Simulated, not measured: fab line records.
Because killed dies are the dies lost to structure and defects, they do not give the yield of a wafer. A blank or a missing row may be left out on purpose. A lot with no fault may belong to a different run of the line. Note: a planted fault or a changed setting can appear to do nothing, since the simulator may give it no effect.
fab line records :: flow n5_finfet
record
  lots=5
  wafers=15
  last_day=18
route steps=1938 shown PASSIVATION@1929 END@1938
lots with no fault: from the same line, run without faults
start_h: hours from the record's opening day to when the first of the lot's shown wafers began :: wait_h: hours since the lot's step before :: " repeats the value in the row above :: L1.1+2: one row covering several wafers at once :: - no value present, or no start provided :: * or withheld: withheld :: < > ~ a bound
route shown NAME@n: NAME is a module with steps in the file, n the number in the route of the first one :: usual: mean/standard deviation of fault-free wafers :: same: alike in all rows :: chamber/n: place in a boat :: sites: each site's reading :: _std_site: the standard deviation of these :: _edge_site: inner sites' mean taken away from outer sites' mean :: radius_mm: how far each site lies from the wafer's centre :: mask NAME#n: copy n :: behind: tool/chamber where the wafer was last shaped :: hold: why the lot went on hold/how many hours it stayed there/how the hold came to an end :: device: which transistor (n, p or np) failed to switch :: end of line: tests of these same wafers at the route's end :: a step with no rows: only its recipe :: killed: count of dies lost to structure and defects at first sort (not the wafer's yield) :: map: the dies of a wafer, with x for killed, . for not killed, _ for no die there
set.NAME: setting as actually run; set.NAME@STEP: the setting as run at that earlier step :: model.NAME: the simulator's own value behind a step, which no gauge read
lots at some steps of the route; a table a step, a row a wafer
services: a tool's chamber out of use, with start hour (start_h, from the record's first day; less than 0 if before it), hours out, and reason
## steps
# step N5_PASSIVATION_PASS_ETCH_47
# recipe
  chemistry=CF4/O2
  target=SiNx
  target_depth_a=7700
  time_s=385
  ion_energy_ev=100
  pressure_mtorr=40
  source_w=535
  bias_w=49
  Ar_flow_sccm=100
  cf4_flow_sccm=100
  O2_flow_sccm=10
# usual
  drypump_motor_current_A=5.7/0.42
  oes_f_703_au=0.82/0.064
  oes_product_au=0.81/0.062
  rf_vpp_V=241/5.5
  showerhead_plenum_p_Torr=2.17/0.064
  throttle_valve_pct=15.82/0.18
lot.wafer: L081.2
tool: rie_diel-03
chamber: 2
start_h: 330.48
wait_h: 0.0
drypump_motor_current_A: 5.8
oes_f_703_au: 0.86
oes_product_au: 0.88
rf_hours_counter_h: 34
rf_vpp_V: 251
showerhead_plenum_p_Torr: 2.34
throttle_valve_pct: 15.79

lot.wafer: L081.4
tool: rie_diel-03
chamber: 1
start_h: 330.48
wait_h: 0.0
drypump_motor_current_A: 5.8
oes_f_703_au: 0.85
oes_product_au: 0.85
rf_hours_counter_h: 67
rf_vpp_V: 242
showerhead_plenum_p_Torr: 2.23
throttle_valve_pct: 15.47

lot.wafer: L081.5
tool: rie_diel-03
chamber: 1
start_h: 330.48
wait_h: 0.0
drypump_motor_current_A: 5.8
oes_f_703_au: 0.86
oes_product_au: 0.84
rf_hours_counter_h: -
rf_vpp_V: 244
showerhead_plenum_p_Torr: 2.23
throttle_valve_pct: 15.48

lot.wafer: L080.2
tool: rie_diel-01
chamber: 3
start_h: 343.37
wait_h: 0.0
drypump_motor_current_A: 6.1
oes_f_703_au: 0.78
oes_product_au: 0.78
rf_hours_counter_h: 133
rf_vpp_V: 238
showerhead_plenum_p_Torr: 2.12
throttle_valve_pct: 15.55

lot.wafer: L080.3
tool: rie_diel-01
chamber: 1
start_h: 343.37
wait_h: 0.0
drypump_motor_current_A: 6.3
oes_f_703_au: 0.87
oes_product_au: 0.85
rf_hours_counter_h: 57
rf_vpp_V: 233
showerhead_plenum_p_Torr: 2.14
throttle_valve_pct: 15.68

lot.wafer: L080.6
tool: rie_diel-01
chamber: 2
start_h: 343.37
wait_h: 0.0
drypump_motor_current_A: 5.8
oes_f_703_au: 0.78
oes_product_au: 0.81
rf_hours_counter_h: -
rf_vpp_V: 241
showerhead_plenum_p_Torr: 2.14
throttle_valve_pct: 15.94

lot.wafer: L085.1
tool: rie_diel-03
chamber: 2
start_h: 364.11
wait_h: 0.0
drypump_motor_current_A: 5.9
oes_f_703_au: 0.84
oes_product_au: 0.86
rf_hours_counter_h: 47
rf_vpp_V: 250
showerhead_plenum_p_Torr: 2.33
throttle_valve_pct: 15.84

lot.wafer: L085.4
tool: rie_diel-03
chamber: 2
start_h: 364.11
wait_h: 0.0
drypump_motor_current_A: 5.8
oes_f_703_au: 0.84
oes_product_au: 0.86
rf_hours_counter_h: -
rf_vpp_V: 253
showerhead_plenum_p_Torr: 2.33
throttle_valve_pct: 15.83

lot.wafer: L085.6
tool: rie_diel-03
chamber: 3
start_h: 364.11
wait_h: 0.0
drypump_motor_current_A: 5.8
oes_f_703_au: 0.75
oes_product_au: 0.73
rf_hours_counter_h: -
rf_vpp_V: 230
showerhead_plenum_p_Torr: 2.19
throttle_valve_pct: 16.07

lot.wafer: L088.4
tool: rie_diel-01
chamber: 0
start_h: 390.04
wait_h: 0.0
drypump_motor_current_A: 4.9
oes_f_703_au: 0.89
oes_product_au: 0.85
rf_hours_counter_h: 40
rf_vpp_V: 241
showerhead_plenum_p_Torr: 2.17
throttle_valve_pct: 16.03

lot.wafer: L088.5
tool: rie_diel-01
chamber: 1
start_h: 390.04
wait_h: 0.0
drypump_motor_current_A: 6.3
oes_f_703_au: 0.85
oes_product_au: 0.83
rf_hours_counter_h: -
rf_vpp_V: 232
showerhead_plenum_p_Torr: 2.14
throttle_valve_pct: 15.70

lot.wafer: L088.6
tool: rie_diel-01
chamber: 0
start_h: 390.04
wait_h: 0.0
drypump_motor_current_A: 4.8
oes_f_703_au: 0.89
oes_product_au: 0.86
rf_hours_counter_h: -
rf_vpp_V: 243
showerhead_plenum_p_Torr: 2.17
throttle_valve_pct: 16.04

lot.wafer: L096.2
tool: rie_diel-01
chamber: 2
start_h: 433.52
wait_h: 0.0
drypump_motor_current_A: 5.8
oes_f_703_au: 0.74
oes_product_au: 0.78
rf_hours_counter_h: 117
rf_vpp_V: 241
showerhead_plenum_p_Torr: 2.13
throttle_valve_pct: 16.01

lot.wafer: L096.4
tool: rie_diel-01
chamber: 3
start_h: 433.52
wait_h: 0.0
drypump_motor_current_A: 6.1
oes_f_703_au: 0.76
oes_product_au: 0.75
rf_hours_counter_h: 160
rf_vpp_V: 237
showerhead_plenum_p_Torr: 2.11
throttle_valve_pct: 15.60

lot.wafer: L096.6
tool: rie_diel-01
chamber: 3
start_h: 433.52
wait_h: 0.0
drypump_motor_current_A: 6.1
oes_f_703_au: 0.77
oes_product_au: 0.74
rf_hours_counter_h: -
rf_vpp_V: 237
showerhead_plenum_p_Torr: 2.11
throttle_valve_pct: 15.59
# step N5_PASSIVATION_ETCH_54
# recipe
  chemistry=CHF3/O2
  target=SiO2
  target_depth_a=8800
  CHF3_flow_sccm=50
  O2_flow_sccm=5
  Ar_flow_sccm=200
  time_s=440
  mask_material=PR
  pressure_mtorr=30
  source_w=650
  bias_w=170
  ion_energy_ev=200
# usual
  drypump_motor_current_A=5.7/0.42
  oes_f_703_au=0.82/0.065
  oes_product_au=0.81/0.061
  rf_vpp_V=524/12
  showerhead_plenum_p_Torr=2.38/0.074
  throttle_valve_pct=18.78/0.2
lot.wafer: L081.2
tool: rie_diel-03
chamber: 2
start_h: 330.70
wait_h: 0.1
drypump_motor_current_A: 5.8
oes_f_703_au: 0.86
oes_product_au: 0.89
rf_hours_counter_h: 34
rf_vpp_V: 545
showerhead_plenum_p_Torr: 2.57
throttle_valve_pct: 18.88

lot.wafer: L081.4
tool: rie_diel-03
chamber: 1
start_h: 330.70
wait_h: 0.1
drypump_motor_current_A: 5.9
oes_f_703_au: 0.86
oes_product_au: 0.84
rf_hours_counter_h: 67
rf_vpp_V: 527
showerhead_plenum_p_Torr: 2.43
throttle_valve_pct: 18.32

lot.wafer: L081.5
tool: rie_diel-03
chamber: 1
start_h: 330.70
wait_h: 0.1
drypump_motor_current_A: 5.9
oes_f_703_au: 0.86
oes_product_au: 0.84
rf_hours_counter_h: -
rf_vpp_V: 527
showerhead_plenum_p_Torr: 2.43
throttle_valve_pct: 18.32

lot.wafer: L080.2
tool: rie_diel-01
chamber: 3
start_h: 343.60
wait_h: 0.1
drypump_motor_current_A: 6.1
oes_f_703_au: 0.78
oes_product_au: 0.78
rf_hours_counter_h: 133
rf_vpp_V: 517
showerhead_plenum_p_Torr: 2.32
throttle_valve_pct: 18.49

lot.wafer: L080.3
tool: rie_diel-01
chamber: 1
start_h: 343.60
wait_h: 0.1
drypump_motor_current_A: 6.4
oes_f_703_au: 0.86
oes_product_au: 0.84
rf_hours_counter_h: 57
rf_vpp_V: 509
showerhead_plenum_p_Torr: 2.35
throttle_valve_pct: 18.68

lot.wafer: L080.6
tool: rie_diel-01
chamber: 2
start_h: 343.60
wait_h: 0.1
drypump_motor_current_A: 5.8
oes_f_703_au: 0.78
oes_product_au: 0.80
rf_hours_counter_h: -
rf_vpp_V: 525
showerhead_plenum_p_Torr: 2.34
throttle_valve_pct: 18.89

lot.wafer: L085.1
tool: rie_diel-03
chamber: 2
start_h: 364.34
wait_h: 0.1
drypump_motor_current_A: 5.9
oes_f_703_au: 0.84
oes_product_au: 0.87
rf_hours_counter_h: 47
rf_vpp_V: 545
showerhead_plenum_p_Torr: 2.57
throttle_valve_pct: 18.92

lot.wafer: L085.4
tool: rie_diel-03
chamber: 2
start_h: 364.34
wait_h: 0.1
drypump_motor_current_A: 5.8
oes_f_703_au: 0.84
oes_product_au: 0.86
rf_hours_counter_h: -
rf_vpp_V: 544
showerhead_plenum_p_Torr: 2.57
throttle_valve_pct: 18.92

lot.wafer: L085.6
tool: rie_diel-03
chamber: 3
start_h: 364.34
wait_h: 0.1
drypump_motor_current_A: 5.8
oes_f_703_au: 0.75
oes_product_au: 0.73
rf_hours_counter_h: -
rf_vpp_V: 501
showerhead_plenum_p_Torr: 2.41
throttle_valve_pct: 19.02

lot.wafer: L088.4
tool: rie_diel-01
chamber: 0
start_h: 390.27
wait_h: 0.1
drypump_motor_current_A: 4.8
oes_f_703_au: 0.89
oes_product_au: 0.85
rf_hours_counter_h: 40
rf_vpp_V: 528
showerhead_plenum_p_Torr: 2.37
throttle_valve_pct: 19.02

lot.wafer: L088.5
tool: rie_diel-01
chamber: 1
start_h: 390.27
wait_h: 0.1
drypump_motor_current_A: 6.3
oes_f_703_au: 0.86
oes_product_au: 0.83
rf_hours_counter_h: -
rf_vpp_V: 508
showerhead_plenum_p_Torr: 2.34
throttle_valve_pct: 18.69

lot.wafer: L088.6
tool: rie_diel-01
chamber: 0
start_h: 390.27
wait_h: 0.1
drypump_motor_current_A: 4.8
oes_f_703_au: 0.88
oes_product_au: 0.86
rf_hours_counter_h: -
rf_vpp_V: 529
showerhead_plenum_p_Torr: 2.37
throttle_valve_pct: 19.00

lot.wafer: L096.2
tool: rie_diel-01
chamber: 2
start_h: 433.75
wait_h: 0.1
drypump_motor_current_A: 5.8
oes_f_703_au: 0.75
oes_product_au: 0.78
rf_hours_counter_h: 117
rf_vpp_V: 523
showerhead_plenum_p_Torr: 2.33
throttle_valve_pct: 18.95

lot.wafer: L096.4
tool: rie_diel-01
chamber: 3
start_h: 433.75
wait_h: 0.1
drypump_motor_current_A: 6.1
oes_f_703_au: 0.76
oes_product_au: 0.76
rf_hours_counter_h: 160
rf_vpp_V: 517
showerhead_plenum_p_Torr: 2.31
throttle_valve_pct: 18.52

lot.wafer: L096.6
tool: rie_diel-01
chamber: 3
start_h: 433.75
wait_h: 0.1
drypump_motor_current_A: 6.1
oes_f_703_au: 0.76
oes_product_au: 0.75
rf_hours_counter_h: -
rf_vpp_V: 518
showerhead_plenum_p_Torr: 2.31
throttle_valve_pct: 18.53
# step N5_PASSIVATION_STRIP_48
# recipe
  chemistry=O2
  power_w=600
  temp_c=60
  pressure_mtorr=30
  rf_frequency_hz=6e+07
  bias_power_w=0
  overash_fraction=0.5
  o2_flow_sccm=225
# usual
  drypump_motor_current_A=5.7/0.42
  oes_product_au=0.81/0.063
  rf_vpp_V=3.9/2.6
  showerhead_plenum_p_Torr=2.07/0.071
  throttle_valve_pct=16.66/0.2
lot.wafer: L081.2
tool: rie_diel-03
chamber: 2
start_h: 330.99
wait_h: 0.1
drypump_motor_current_A: 5.8
oes_product_au: 0.88
rf_hours_counter_h: 34
rf_vpp_V: 8.3
showerhead_plenum_p_Torr: 2.24
throttle_valve_pct: 16.75

lot.wafer: L081.4
tool: rie_diel-03
chamber: 1
start_h: 330.99
wait_h: 0.1
drypump_motor_current_A: 5.9
oes_product_au: 0.86
rf_hours_counter_h: 67
rf_vpp_V: 13.0
showerhead_plenum_p_Torr: 2.15
throttle_valve_pct: 16.36

lot.wafer: L081.5
tool: rie_diel-03
chamber: 1
start_h: 330.99
wait_h: 0.1
drypump_motor_current_A: 5.8
oes_product_au: 0.84
rf_hours_counter_h: -
rf_vpp_V: 8.6
showerhead_plenum_p_Torr: 2.14
throttle_valve_pct: 16.35

lot.wafer: L080.2
tool: rie_diel-01
chamber: 3
start_h: 343.89
wait_h: 0.1
drypump_motor_current_A: 6.1
oes_product_au: 0.80
rf_hours_counter_h: 133
rf_vpp_V: 1.6
showerhead_plenum_p_Torr: 2.02
throttle_valve_pct: 16.40

lot.wafer: L080.3
tool: rie_diel-01
chamber: 1
start_h: 343.89
wait_h: 0.1
drypump_motor_current_A: 6.4
oes_product_au: 0.87
rf_hours_counter_h: 57
rf_vpp_V: 2.6
showerhead_plenum_p_Torr: 2.05
throttle_valve_pct: 16.59

lot.wafer: L080.6
tool: rie_diel-01
chamber: 2
start_h: 343.89
wait_h: 0.1
drypump_motor_current_A: 5.8
oes_product_au: 0.82
rf_hours_counter_h: -
rf_vpp_V: 3.2
showerhead_plenum_p_Torr: 2.06
throttle_valve_pct: 16.89

lot.wafer: L085.1
tool: rie_diel-03
chamber: 2
start_h: 364.63
wait_h: 0.1
drypump_motor_current_A: 5.8
oes_product_au: 0.92
rf_hours_counter_h: 47
rf_vpp_V: 1.4
showerhead_plenum_p_Torr: 2.24
throttle_valve_pct: 16.68

lot.wafer: L085.4
tool: rie_diel-03
chamber: 2
start_h: 364.63
wait_h: 0.1
drypump_motor_current_A: 5.9
oes_product_au: 0.85
rf_hours_counter_h: -
rf_vpp_V: 0
showerhead_plenum_p_Torr: 2.24
throttle_valve_pct: 16.74

lot.wafer: L085.6
tool: rie_diel-03
chamber: 3
start_h: 364.63
wait_h: 0.1
drypump_motor_current_A: 5.8
oes_product_au: 0.73
rf_hours_counter_h: -
rf_vpp_V: 1.8
showerhead_plenum_p_Torr: 2.11
throttle_valve_pct: 17.05

lot.wafer: L088.4
tool: rie_diel-01
chamber: 0
start_h: 390.56
wait_h: 0.1
drypump_motor_current_A: 4.8
oes_product_au: 0.82
rf_hours_counter_h: 40
rf_vpp_V: 4.7
showerhead_plenum_p_Torr: 2.04
throttle_valve_pct: 16.74

lot.wafer: L088.5
tool: rie_diel-01
chamber: 1
start_h: 390.56
wait_h: 0.1
drypump_motor_current_A: 6.3
oes_product_au: 0.85
rf_hours_counter_h: -
rf_vpp_V: 4.1
showerhead_plenum_p_Torr: 2.04
throttle_valve_pct: 16.62

lot.wafer: L088.6
tool: rie_diel-01
chamber: 0
start_h: 390.56
wait_h: 0.1
drypump_motor_current_A: 4.8
oes_product_au: 0.84
rf_hours_counter_h: -
rf_vpp_V: 6.8
showerhead_plenum_p_Torr: 2.04
throttle_valve_pct: 16.82

lot.wafer: L096.2
tool: rie_diel-01
chamber: 2
start_h: 434.04
wait_h: 0.1
drypump_motor_current_A: 5.8
oes_product_au: 0.81
rf_hours_counter_h: 117
rf_vpp_V: 2.2
showerhead_plenum_p_Torr: 2.05
throttle_valve_pct: 17.01

lot.wafer: L096.4
tool: rie_diel-01
chamber: 3
start_h: 434.04
wait_h: 0.1
drypump_motor_current_A: 6.1
oes_product_au: 0.75
rf_hours_counter_h: 160
rf_vpp_V: 5.6
showerhead_plenum_p_Torr: 2.01
throttle_valve_pct: 16.40

lot.wafer: L096.6
tool: rie_diel-01
chamber: 3
start_h: 434.04
wait_h: 0.1
drypump_motor_current_A: 6.1
oes_product_au: 0.74
rf_hours_counter_h: -
rf_vpp_V: 5.8
showerhead_plenum_p_Torr: 2.01
throttle_valve_pct: 16.43
# step N5_PASSIVATION_STRIP_52
# recipe
  chemistry=post_etch_residue_remover
  time_s=1200
  temp_c=72.5
lot.wafer: L081.2+4+5
tool: wet_bench-05
chamber: 6,4,3
start_h: 331.06
wait_h: -

lot.wafer: L080.2+3+6
tool: wet_bench-05
chamber: 6,0,5
start_h: 343.96
wait_h: -

lot.wafer: L085.1+4+6
tool: wet_bench-04
chamber: 0,5,6
start_h: 364.69
wait_h: -

lot.wafer: L088.4+5+6
tool: wet_bench-04
chamber: 2,1,4
start_h: 390.62
wait_h: -

lot.wafer: L096.2+4+6
tool: wet_bench-04
chamber: 7,3,1
start_h: 434.11
wait_h: -
# step N5_PASSIVATION_CLEAN_71
# recipe
  chemistry=IPA
  time_s=180
  temp_c=25
lot.wafer: L081.2+4+5
tool: wet_bench-05
chamber: 6,4,3
start_h: 331.39
wait_h: 0.0

lot.wafer: L080.2+3+6
tool: wet_bench-05
chamber: 6,0,5
start_h: 344.29
wait_h: 0.0

lot.wafer: L085.1+4+6
tool: wet_bench-04
chamber: 0,5,6
start_h: 365.03
wait_h: 0.0

lot.wafer: L088.4+5+6
tool: wet_bench-04
chamber: 2,1,4
start_h: 390.96
wait_h: 0.0

lot.wafer: L096.2+4+6
tool: wet_bench-04
chamber: 7,3,1
start_h: 434.44
wait_h: 0.0
# step N5_PASSIVATION_SRD_72
# recipe
  dry=ipa_marangoni
  time_s=30
  temp_c=23
  rinse_liquid=diw
lot.wafer: L081.2+4+5
tool: wet_bench-05
chamber: 6,4,3
start_h: 331.45
wait_h: 0.0

lot.wafer: L080.2+3+6
tool: wet_bench-05
chamber: 6,0,5
start_h: 344.34
wait_h: 0.0

lot.wafer: L085.1+4+6
tool: wet_bench-04
chamber: 0,5,6
start_h: 365.08
wait_h: 0.0

lot.wafer: L088.4+5+6
tool: wet_bench-04
chamber: 2,1,4
start_h: 391.01
wait_h: 0.0

lot.wafer: L096.2+4+6
tool: wet_bench-04
chamber: 7,3,1
start_h: 434.49
wait_h: 0.0
# step N5_PASSIVATION_ANNEAL_56
# recipe
  temp_c=400
  time_s=1800
  ambient=FGA
  idle_temp_c=300
  ramp_up_c_per_min=5
  ramp_down_c_per_min=3
# usual
  tube_center_temp_C=399.99/0.04
  zone_power_upper_pct=4.68/0.24
lot.wafer: L081.2
tool: furnace-01
chamber: 0
start_h: 331.49
wait_h: 0.0
tube_center_temp_C: 399.93
zone_power_upper_pct: 4.64

lot.wafer: L081.4
tool: furnace-01
chamber: 0
start_h: 331.49
wait_h: 0.0
tube_center_temp_C: 399.93
zone_power_upper_pct: 4.75

lot.wafer: L081.5
tool: furnace-01
chamber: 0
start_h: 331.49
wait_h: 0.0
tube_center_temp_C: 399.97
zone_power_upper_pct: 4.62

lot.wafer: L080.2
tool: furnace-03
chamber: 0
start_h: 344.39
wait_h: 0.0
tube_center_temp_C: 399.95
zone_power_upper_pct: 4.27

lot.wafer: L080.3
tool: furnace-03
chamber: 0
start_h: 344.39
wait_h: 0.0
tube_center_temp_C: 400.04
zone_power_upper_pct: 4.34

lot.wafer: L080.6
tool: furnace-03
chamber: 0
start_h: 344.39
wait_h: 0.0
tube_center_temp_C: 400
zone_power_upper_pct: 4.22

lot.wafer: L085.1
tool: furnace-02
chamber: 0
start_h: 365.12
wait_h: 0.0
tube_center_temp_C: 399.96
zone_power_upper_pct: 4.99

lot.wafer: L085.4
tool: furnace-02
chamber: 0
start_h: 365.12
wait_h: 0.0
tube_center_temp_C: 400.02
zone_power_upper_pct: 4.93

lot.wafer: L085.6
tool: furnace-02
chamber: 0
start_h: 365.12
wait_h: 0.0
tube_center_temp_C: 399.93
zone_power_upper_pct: 4.92

lot.wafer: L088.4
tool: furnace-01
chamber: 0
start_h: 391.05
wait_h: 0.0
tube_center_temp_C: 399.97
zone_power_upper_pct: 4.64

lot.wafer: L088.5
tool: furnace-01
chamber: 0
start_h: 391.05
wait_h: 0.0
tube_center_temp_C: 399.98
zone_power_upper_pct: 4.59

lot.wafer: L088.6
tool: furnace-01
chamber: 0
start_h: 391.05
wait_h: 0.0
tube_center_temp_C: 400
zone_power_upper_pct: 4.56

lot.wafer: L096.2
tool: furnace-02
chamber: 0
start_h: 434.54
wait_h: 0.0
tube_center_temp_C: 399.96
zone_power_upper_pct: 4.91

lot.wafer: L096.4
tool: furnace-02
chamber: 0
start_h: 434.54
wait_h: 0.0
tube_center_temp_C: 400.01
zone_power_upper_pct: 4.96

lot.wafer: L096.6
tool: furnace-02
chamber: 0
start_h: 434.54
wait_h: 0.0
tube_center_temp_C: 399.9
zone_power_upper_pct: 4.97
# step N5_PASSIVATION_INSPECT_57
# recipe
  inspect_instrument=macro
  mode=outgoing
# usual
  raw_defect_count=1.7/1.2
lot.wafer: L081.2
tool: defect_inspect-01
chamber: -
start_h: 333.84
wait_h: 0.0
raw_defect_count: 0

lot.wafer: L081.4
tool: defect_inspect-01
chamber: -
start_h: 333.84
wait_h: 0.0
raw_defect_count: 0

lot.wafer: L081.5
tool: defect_inspect-01
chamber: -
start_h: 333.84
wait_h: 0.0
raw_defect_count: 2

lot.wafer: L080.2
tool: defect_inspect-02
chamber: -
start_h: 346.75
wait_h: 0.0
raw_defect_count: 2

lot.wafer: L080.3
tool: defect_inspect-02
chamber: -
start_h: 346.75
wait_h: 0.0
raw_defect_count: 0

lot.wafer: L080.6
tool: defect_inspect-02
chamber: -
start_h: 346.75
wait_h: 0.0
raw_defect_count: 0

lot.wafer: L085.1
tool: defect_inspect-02
chamber: -
start_h: 367.48
wait_h: 0.0
raw_defect_count: 0

lot.wafer: L085.4
tool: defect_inspect-02
chamber: -
start_h: 367.48
wait_h: 0.0
raw_defect_count: 3

lot.wafer: L085.6
tool: defect_inspect-02
chamber: -
start_h: 367.48
wait_h: 0.0
raw_defect_count: 1

lot.wafer: L088.4
tool: defect_inspect-02
chamber: -
start_h: 393.41
wait_h: 0.0
raw_defect_count: 1

lot.wafer: L088.5
tool: defect_inspect-02
chamber: -
start_h: 393.41
wait_h: 0.0
raw_defect_count: 2

lot.wafer: L088.6
tool: defect_inspect-02
chamber: -
start_h: 393.41
wait_h: 0.0
raw_defect_count: 1

lot.wafer: L096.2
tool: defect_inspect-01
chamber: -
start_h: 436.89
wait_h: 0.0
raw_defect_count: 3

lot.wafer: L096.4
tool: defect_inspect-01
chamber: -
start_h: 436.89
wait_h: 0.0
raw_defect_count: 1

lot.wafer: L096.6
tool: defect_inspect-01
chamber: -
start_h: 436.89
wait_h: 0.0
raw_defect_count: 4
## services
tool: rie_diel-01
chamber: 2
start_h: 306.55
hours: 1.8
kind: repair

tool: rie_diel-01
chamber: -
start_h: 317.64
hours: 2.8
kind: pm

tool: rie_diel-03
chamber: 0
start_h: 361.23
hours: -
kind: clean

tool: rie_diel-03
chamber: 0
start_h: 361.23
hours: -
kind: consumable_replace:focus_ring

tool: rie_diel-03
chamber: 0
start_h: 361.23
hours: -
kind: consumable_replace:showerhead

tool: rie_diel-03
chamber: 0
start_h: 361.23
hours: 14.1
kind: scheduled_down

tool: rie_diel-03
chamber: 0
start_h: 361.23
hours: 14.1
kind: vent_cycle

tool: rie_diel-01
chamber: -
start_h: 365.55
hours: 15.6
kind: pm
## key
baseline_loss
  step=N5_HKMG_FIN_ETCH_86
  wafers=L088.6
fault none
# baseline_loss: these wafers lose ten dies or more at that step, a loss of the line's own and not of a fault; the sort's usual values leave them out
